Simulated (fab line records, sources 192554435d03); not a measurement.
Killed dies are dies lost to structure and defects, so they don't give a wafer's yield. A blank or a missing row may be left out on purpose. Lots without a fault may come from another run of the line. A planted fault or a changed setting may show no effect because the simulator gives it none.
Which tool did it? | flow n5_finfet | 24 lots, 72 wafers sampled, at 2 steps of a route of 1938

WHAT THE GAUGES READ, wafer by wafer
N5_PMOS_HMC_CHANNEL_EPI_OVL_MEAS_10. Usual: PMOS_HMC_BLK_OVL 0.1 nm, standard deviation 0.73.
lot  | measured    | on         | PMOS_HMC_BLK_OVL (nm) | flag
L074 | day 1 17:31 | overlay-01 | 0.7 -0.1 0.0          |
L075 | day 1 23:49 | overlay-02 | 0.8 1.5 0.8           |
L076 | day 2 06:43 | overlay-01 | -0.7 -1.3 -0.2        |
L077 | day 2 11:27 | overlay-01 | 0.9 1.2 0.9           |
L078 | day 2 17:19 | overlay-01 | 0.3 -1.0 0.4          |
L079 | day 2 23:07 | overlay-01 | 0.8 0.4 1.3           |
L080 | day 3 05:36 | overlay-02 | 0.6 0.5 0.7           |
L081 | day 3 11:52 | overlay-01 | -0.2 -0.8 0.0         |
L082 | day 3 17:09 | overlay-02 | 0.1 0.1 -0.2          |
L083 | day 4 00:00 | overlay-01 | 1.1 -0.2 -0.3         |
L084 | day 4 05:22 | overlay-01 | 0.1 1.0 0.2           |
L085 | day 4 12:02 | overlay-01 | -0.1 -0.1 0.1         |
L086 | day 4 17:35 | overlay-01 | -0.7 -0.1 0.4         |
L087 | day 4 23:19 | overlay-02 | 0.5 -0.7 0.2          |
L088 | day 5 05:09 | overlay-02 | -1.2 -0.9 -0.6        |
L089 | day 5 11:13 | overlay-02 | -0.7 -0.5 -0.3        |
L090 | day 5 17:55 | overlay-01 | -0.8 -0.2 -1.1        |
L091 | day 5 23:34 | overlay-02 | 0.7 0.9 -0.6          |
L092 | day 6 05:34 | overlay-02 | -1.2 -0.4 -0.4        |
L093 | day 6 11:32 | overlay-01 | -0.4 -0.1 0.3         |
L094 | day 6 19:10 | overlay-01 | 0.4 0.9 1.0           |
L095 | day 6 23:55 | overlay-01 | 0.5 -0.3 0.0          |
L096 | day 7 05:14 | overlay-02 | 0.6 0.5 1.0           |
L097 | day 7 11:28 | overlay-01 | -0.3 -1.1 -0.9        |

WHICH TOOL RAN EACH LOT (tool, then ch and the chambers of the sampled wafers, then the start)
lot  | N5_WELL_APT_DESCUM_13
L074 | rie_diel-05 ch 1,3, day 1 13:59
L075 | rie_diel-03 ch 1,2,3, day 1 20:26
L076 | rie_diel-03 ch 0,1,2, day 2 01:56
L077 | rie_diel-01 ch 0,1, day 2 07:47
L078 | rie_diel-03 ch 1,2,3, day 2 13:48
L079 | rie_diel-05 ch 0,1,3, day 2 19:48
L080 | rie_diel-01 ch 0,3, day 3 01:58
L081 | rie_diel-05 ch 0,3, day 3 07:50
L082 | rie_diel-01 ch 2,3, day 3 13:48
L083 | rie_diel-01 ch 0,3, day 3 20:15
L084 | rie_diel-03 ch 0,1, day 4 01:55
L085 | rie_diel-01 ch 1,2,3, day 4 08:37
L086 | rie_diel-03 ch 0,2,3, day 4 14:20
L087 | rie_diel-01 ch 0,3, day 4 19:51
L088 | rie_diel-03 ch 0,2, day 5 01:59
L089 | rie_diel-05 ch 0,1,2, day 5 07:53
L090 | rie_diel-03 ch 0,2,3, day 5 14:13
L091 | rie_diel-01 ch 0,3, day 5 19:58
L092 | rie_diel-05 ch 1,2,3, day 6 01:46
L093 | rie_diel-01 ch 1,2,3, day 6 07:48
L094 | rie_diel-01 ch 0,3, day 6 15:12
L095 | rie_diel-01 ch 0,1,2, day 6 20:35
L096 | rie_diel-05 ch 0,2, day 7 01:55
L097 | rie_diel-03 ch 1,2, day 7 08:06
- N5_WELL_APT_DESCUM_13: chemistry O2, time 7.9 s.

WHAT THE TOOLS THEMSELVES READ (means of the sampled wafers that have a number; where no wafer has one, the mark that the record gives instead)
N5_WELL_APT_DESCUM_13. Usual: drypump_motor_current_A 5.6 A, standard deviation 0.42; oes_product_au 0.82 a.u., standard deviation 0.1; rf_fwd_power_W 49.68 W, standard deviation 0.17; rf_vpp_V 243.1 V, standard deviation 1.3; showerhead_plenum_p_Torr 2.09 Torr, standard deviation 0.062; throttle_valve_pct 20.40 %, standard deviation 0.24.
lot  | tool        | drypump_motor_current_A (A) | oes_product_au (a.u.) | rf_fwd_power_W (W) | rf_vpp_V (V) | showerhead_plenum_p_Torr (Torr) | throttle_valve_pct (%) | flag
L074 | rie_diel-05 | 5.5                         | 0.78                  | 49.68              | 243.7        | 2.09                            | 20.54                  |
L075 | rie_diel-03 | 6.1                         | 0.78                  | 49.62              | 243.7        | 2.12                            | 20.54                  |
L076 | rie_diel-03 | 6.0                         | 0.72                  | 49.67              | 242.2        | 2.05                            | 20.54                  |
L077 | rie_diel-01 | 5.4                         | 0.78                  | 49.70              | 243.0        | 2.11                            | 20.24                  |
L078 | rie_diel-03 | 6.1                         | 0.77                  | 49.79              | 243.4        | 2.12                            | 20.56                  |
L079 | rie_diel-05 | 5.5                         | 0.81                  | 49.56              | 244.0        | 2.14                            | 20.37                  |
L080 | rie_diel-01 | 5.1                         | 0.95                  | 49.58              | 241.6        | 2.07                            | 20.24                  |
L081 | rie_diel-05 | 5.6                         | 0.83                  | 49.57              | 244.8        | 2.18                            | 20.18                  |
L082 | rie_diel-01 | 5.4                         | 0.89                  | 49.92              | 243.3        | 2.07                            | 20.55                  |
L083 | rie_diel-01 | 5.2                         | 0.94                  | 49.77              | 243.0        | 2.07                            | 20.37                  |
L084 | rie_diel-03 | 6.3                         | 0.70                  | 49.74              | 242.1        | 2.04                            | 20.62                  |
L085 | rie_diel-01 | 5.5                         | 0.89                  | 49.64              | 242.5        | 2.09                            | 20.36                  |
L086 | rie_diel-03 | 5.7                         | 0.84                  | 49.70              | 242.5        | 2.09                            | 20.34                  |
L087 | rie_diel-01 | 5.2                         | 0.91                  | 49.63              | 243.1        | 2.06                            | 20.39                  |
L088 | rie_diel-03 | 5.8                         | 0.86                  | 49.78              | 242.8        | 2.04                            | 20.38                  |
L089 | rie_diel-05 | 5.7                         | 0.77                  | 49.66              | 243.8        | 2.15                            | 20.39                  |
L090 | rie_diel-03 | 5.7                         | 0.83                  | 49.79              | 242.7        | 2.08                            | 20.37                  |
L091 | rie_diel-01 | 5.1                         | 0.89                  | 49.57              | 242.5        | 2.06                            | 20.30                  |
L092 | rie_diel-05 | 5.7                         | 0.74                  | 49.79              | 242.9        | 2.10                            | 20.51                  |
L093 | rie_diel-01 | 5.5                         | 0.85                  | 49.75              | 242.9        | 2.08                            | 20.39                  |
L094 | rie_diel-01 | 5.2                         | 0.88                  | 49.64              | 242.4        | 2.06                            | 20.42                  |
L095 | rie_diel-01 | 5.5                         | 0.83                  | 49.73              | 242.8        | 2.08                            | 20.29                  |
L096 | rie_diel-05 | 5.9                         | 0.74                  | 49.66              | 244.2        | 2.17                            | 20.31                  |
L097 | rie_diel-03 | 6.5                         | 0.93                  | 49.67              | 242.4        | 2.07                            | 20.39                  |

THE ANSWER, worked out from the rows above alone
Rule: a lot is off if the mean of its wafers that have a number lies more than 3 standard deviations from the usual mean. A lot without any number at a reading at which 4 lots or more have one is off too. The other lots that the step has rows for count as sound. The gauges are gone through in route order, then the tools' own readings, and for those a lot's mean is taken as printed above. The first step at which some lot is off is used, and at that step the reading that is off furthest; a lot without a number counts as furthest.
No lot is off at any reading shown: from this, nothing can be told.

WHAT THE SIMULATOR HAD PUT IN
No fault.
